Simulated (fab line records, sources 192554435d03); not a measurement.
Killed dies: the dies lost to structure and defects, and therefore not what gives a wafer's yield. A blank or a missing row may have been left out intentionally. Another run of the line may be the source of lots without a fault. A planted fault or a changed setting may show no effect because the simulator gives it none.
A struck lot beside a sound one	flow n5_finfet	17 steps out of a route of 1938
Sound: wafers L480.2, L480.3, L480.5. Wafers struck: L477.2, L477.3, L477.5. At the end, the cause is stated.
At each step with rows: each side's tool, then ch and its chambers, then its first start. Under that, the readings that differ: sound wafers	struck wafers	difference of the means	sigmas: that difference in standard deviations of wafers without a fault.
alike: same words and numbers on both sides, and readings whose means sit less than 2 such deviations apart. not compared: any withheld reading, any reading some wafer has no value for, any bound like >300 that may hide the same value, and any number with overlapping values for which the record gives no deviation.
The two part at a step that has a row with sigmas, a row that says differs or no value, or rows on one side only. Numbers that have no deviation but don't overlap get no sigmas and don't part them. A reading that every wafer of one side lacks parts them only if that side has two wafers or more.

first, 9 steps without rows for these wafers: N5_BEOL_M1_COAT_05 (resist thk 30 nm); N5_BEOL_M1_EBR_07; N5_BEOL_M1_SOFTBAKE_06 (time 60 s); N5_BEOL_M1_EXPOSE_08 (exposes mask M1); N5_BEOL_M1_PEB_09 (peb time 60 s); N5_BEOL_M1_DEVELOP_10 (develop time 30 s); N5_BEOL_M1_DESCUM_16 (chemistry O2, time 7 s); N5_BEOL_M1_ETCH_74 (etches underlayer in N2/H2, target depth 6.5 nm, time 5.2 s); N5_BEOL_M1_ETCH_63 (etches SiARC in CF4, target depth 15.6 nm, time 26 s).
N5_BEOL_M1_ETCH_64: etches SOC in N2/H2, target depth 75 nm, overetch 15 nm, time 112.5 s.
  sound on rie_diel-01 ch 1,2,3, day 11 22:28; struck on rie_diel-02 ch 1,2,3, day 10 19:35
reading	sound	struck	difference	sigmas
oes_product_au (a.u.)	0.79 0.65 0.74	0.54 0.58 0.58	-0.16	-3
model.SiARC_of_BEOL_M1_COAT_62.thk_nm (nm)	6.6 7.2 6.8	5.8 5.4 5.2	-1.4	
model.BEOL_M1.cd_offset_nm (nm)	0.2 0 0.2	1 0.6 0.6	+1	
  alike: drypump_motor_current_A, h2_flow_sccm, rf_fwd_power_W, rf_vpp_V, showerhead_plenum_p_Torr, throttle_valve_pct
  not compared: rf_hours_counter_h
then, 3 steps without rows for these wafers: N5_BEOL_M1_STRIP_65 (strips in N2/H2); N5_BEOL_M1_STRIP_75 (strips in N2/H2); N5_BEOL_M1_STRIP_66 (strips in CF4).
N5_BEOL_M1_HM_OPEN_17: chemistry Cl2/BCl3, target TiN, target depth 20 nm, overetch 6 nm.
  sound on rie_metal-03 ch 0, day 11 22:38; struck on rie_metal-01 ch 0,1, day 10 19:46
reading	sound	struck	difference	sigmas
model.etch.depth_nm (nm)	20.08 19.63 19.89	17.29 17.4 17.2	-2.57	
model.BEOL_M1.cd_offset_nm (nm)	0.2 0 0	1.2 0.8 0.6	+0.8	
  alike: drypump_motor_current_A, mfc_ar_sccm, oes_product_au, rf_fwd_power_W, throttle_valve_pct
  not compared: rf_hours_counter_h
then, 1 step without rows for these wafers: N5_BEOL_M1_STRIP_19 (strips in O2).
-- record jumps: 3 days separate the struck wafers' starts on either side; left off in module BEOL_M1, taken up again in module BEOL_M4, whose first shown step is the route's number 1111 --
N5_BEOL_M4_RC_MEAS_101:
  sound on prober-02 ch 0, day 14 02:07; struck on prober-01 ch 0, day 13 08:59
  alike: DIBL_N, DIBL_P, IOFF_N, IOFF_P, ION_N, ION_P, SS_N, SS_P, VT_N, VT_P
next, for these wafers, 1 step has no rows: N5_PASSIVATION_PROBE_49.

WHERE THEY PART
Only at N5_BEOL_M1_ETCH_64, within this record. Later steps at which nothing parts them and some readings are alike: N5_BEOL_M1_HM_OPEN_17, N5_BEOL_M4_RC_MEAS_101.

WHY: the cause the simulator had injected
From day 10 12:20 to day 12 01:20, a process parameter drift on rie_diel-02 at N5_BEOL_M1_ETCH_64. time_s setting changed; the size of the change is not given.
